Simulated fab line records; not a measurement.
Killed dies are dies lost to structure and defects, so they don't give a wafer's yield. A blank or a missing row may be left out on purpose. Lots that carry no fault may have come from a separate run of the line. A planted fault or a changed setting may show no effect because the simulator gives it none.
Matching of chambers	flow nand_harc	4 sister chambers for NHARC_A_STAIRCASE_CMP_450 on cmp-03
The step polishes SiO2, target thk 200 nm. 4 wafers are shown with their chamber, then 7 later ones without.

WAFERS PAIRED WITH THEIR CHAMBERS
wafer	chamber	motor_current_A (A)
L080.4	3	11.7
L083.3	1	12.1
L088.2	0	11.3
L088.3	2	9.1

WAFERS WITHOUT THEIR CHAMBER
wafer	motor_current_A (A)
L088.5	11.7
L087.1	11.3
L087.2	10.0
L087.5	11.3
L090.1	11.4
L090.3	9.3
L090.6	9.7

WHICH CHAMBER EACH ONE RAN IN
wafer	from the rows above	in truth
L088.5	can't be placed: 3 or 0 or 1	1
L087.1	can't be placed: 0 or 3 or 1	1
L087.2	can't be placed: 2 or 0 or 3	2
L087.5	can't be placed: 0 or 3 or 1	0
L090.1	can't be placed: 0 or 3 or 1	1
L090.3	2	2
L090.6	2	2
Correct placement for 2 of the 7. Cannot be placed on the basis of these rows: 5; the candidates contain the true chamber in 5. Number placed wrongly: 0.
How it was worked out, from the rows above alone: a wafer's distance from a chamber is the root of the sum, over the readings, of the square of ((its reading less the chamber's mean) divided by the reading's scatter). If the next closest chamber is less than 2 further off than the closest, the wafer can't be placed; otherwise it belongs to the closest. For every chamber, the mean is computed from those of its wafers that are shown. The scatter: with one shown wafer a chamber, the root of the mean of the squares of how far each hidden wafer lies from its nearest shown one.
